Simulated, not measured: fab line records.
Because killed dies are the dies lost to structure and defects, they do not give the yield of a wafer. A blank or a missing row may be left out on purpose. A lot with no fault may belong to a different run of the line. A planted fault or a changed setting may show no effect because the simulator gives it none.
Which tool did it?    flow n5-finfet    12 lots, 29 wafers sampled, at 4 steps of a route of 1938

== WHAT EACH GAUGE READ, for each wafer ==
N5_BEOL_M7_OVL_MEAS_12.
lot   measured      on          M7_OVL (nm)
L225  day 11 13:49  overlay-02  1.4 -0.5
L226  day 11 16:26  overlay-02  0.0 0.2
L231  day 12 00:03  overlay-02  -0.2 0.3 0.2
L224  day 12 00:19  overlay-02  -0.7 -0.9 0.1
L228  day 12 11:32  overlay-02  -0.4 -0.7 -0.5
L227  day 12 17:29  overlay-02  -1.3 -2.0
L232  day 13 10:29  overlay-01  1.1 0.8
L234  day 13 16:02  overlay-02  -0.5 -0.2
L233  day 13 16:13  overlay-01  1.3 -0.5
L236  day 13 19:37  overlay-01  0.9 -0.6
L243  day 15 21:40  overlay-01  13.7 13.2 13.9
L244  day 16 12:23  overlay-02  14.3 15.1 15.0

N5_BEOL_M7_INSPECT_13: inspects for defects (brightfield).
lot   measured      on                 raw-defect-count
L225  day 11 13:50  defect-inspect-01  441 411
L226  day 11 16:28  defect-inspect-01  526 497
L231  day 12 00:05  defect-inspect-02  473 457 406
L224  day 12 00:20  defect-inspect-01  476 485 476
L228  day 12 11:34  defect-inspect-02  415 534 638
L227  day 12 17:30  defect-inspect-01  555 433
L232  day 13 10:31  defect-inspect-01  412 534
L234  day 13 16:04  defect-inspect-02  452 416
L233  day 13 16:14  defect-inspect-02  420 358
L236  day 13 19:38  defect-inspect-01  467 492
L243  day 15 21:41  defect-inspect-02  515 552 336
L244  day 16 12:24  defect-inspect-01  570 505 356

== TOOL THAT RAN EACH LOT (tool first, then ch and the chambers of the sampled wafers, then the start) ==
lot   N5_BEOL_M7_ILD_DEP_00            N5_BEOL_M7_EXPOSE_08
L225  pecvd-02 ch 2, day 11 12:32      arfi-scanner-03 ch 0, day 11 13:39
L226  pecvd-01 ch 1,2, day 11 14:19    arfi-scanner-01 ch 0, day 11 16:17
L231  pecvd-03 ch 1,2, day 11 22:25    arfi-scanner-03 ch 0, day 11 23:54
L224  pecvd-02 ch 0,1,2, day 11 22:35  arfi-scanner-01 ch 0, day 12 00:10
L228  pecvd-02 ch 0,1,2, day 12 08:26  arfi-scanner-03 ch 0, day 12 11:23
L227  pecvd-02 ch 0,2, day 12 15:21    arfi-scanner-01 ch 0, day 12 17:19
L232  pecvd-02 ch 0, day 13 08:38      arfi-scanner-03 ch 0, day 13 10:20
L234  pecvd-03 ch 1,2, day 13 13:28    arfi-scanner-01 ch 0, day 13 15:53
L233  pecvd-03 ch 0,1, day 13 13:46    arfi-scanner-03 ch 0, day 13 16:05
L236  pecvd-02 ch 0,2, day 13 16:37    arfi-scanner-03 ch 0, day 13 19:27
L243  pecvd-02 ch 0,1,2, day 15 19:55  arfi-scanner-03 ch 0, day 15 21:30
L244  pecvd-02 ch 0,1,2, day 16 10:41  arfi-scanner-03 ch 0, day 16 12:14
- N5_BEOL_M7_ILD_DEP_00: deposits SiCOH lowk from DEMS/porogen, target thk 179.75 nm, time 33.4 s.
- N5_BEOL_M7_EXPOSE_08: exposes mask M7.

== WHAT THE TOOLS THEMSELVES READ (means of the sampled wafers that have a number; where no wafer has one, the mark that the record gives instead) ==
N5_BEOL_M7_ILD_DEP_00.
lot   tool      heater-power-w (W)  showerhead-plenum-p-Torr (Torr)  susceptor-temp-C (C)  throttle-valve-pct (%)
L225  pecvd-02  348                 5.742                            299.95                13.4
L226  pecvd-01  446                 5.745                            300.08                14.3
L231  pecvd-03  312                 5.749                            300.05                13.7
L224  pecvd-02  305                 5.747                            300.06                13.9
L228  pecvd-02  311                 5.752                            299.96                14.1
L227  pecvd-02  343                 5.740                            299.98                13.4
L232  pecvd-02  332                 5.755                            300.26                14.0
L234  pecvd-03  291                 5.752                            300.15                13.7
L233  pecvd-03  248                 5.752                            299.99                13.9
L236  pecvd-02  354                 5.753                            300.21                13.8
L243  pecvd-02  305                 5.753                            299.99                13.9
L244  pecvd-02  320                 5.744                            300.09                14.1

N5_BEOL_M7_EXPOSE_08.
lot   tool             exposure-dose-mJ-cm2
L225  arfi-scanner-03  68.15
L226  arfi-scanner-01  68.22
L231  arfi-scanner-03  68.22
L224  arfi-scanner-01  68.21
L228  arfi-scanner-03  68.26
L227  arfi-scanner-01  68.28
L232  arfi-scanner-03  68.19
L234  arfi-scanner-01  68.18
L233  arfi-scanner-03  68.21
L236  arfi-scanner-03  68.31
L243  arfi-scanner-03  68.39
L244  arfi-scanner-03  68.28

== THE ANSWER, worked out from the rows above alone ==
Rule: usual is defined by the lots themselves. Put in order of their means at a reading, lots are off if they are a third of the lots or fewer, leave a main group of 4 or more, and stand apart from it by a gap of 3 or more times the standard deviation of the main group's means; of several such gaps the widest counts. Not used: any main group whose means are identical at the precision the tables above print for the reading. Also off: a lot with no number at a reading for which 4 or more lots have one. Any other lot the step has rows for is counted as sound. The gauges are gone through in route order, then the tools' own readings, and for those a lot's mean is taken as printed above. At the first step where some lot is off, the reading lying furthest off is the one used; lots without a number count as furthest.
Off: at N5_BEOL_M7_OVL_MEAS_12 (M7_OVL), L243, L244. Mean -0.1 nm and standard deviation 0.68 in the main group.
If a tool, at a process step before that reading, ran all the lots that are off and no sound lot after the first of them, it fits. Those tools and the gauges at N5_BEOL_M7_OVL_MEAS_12 are tried in the same way. This does not decide it: 2 tools fit, namely pecvd-02 at N5_BEOL_M7_ILD_DEP_00 and arfi-scanner-03 at N5_BEOL_M7_EXPOSE_08.

== WHAT HAD BEEN PUT IN BY THE SIMULATOR ==
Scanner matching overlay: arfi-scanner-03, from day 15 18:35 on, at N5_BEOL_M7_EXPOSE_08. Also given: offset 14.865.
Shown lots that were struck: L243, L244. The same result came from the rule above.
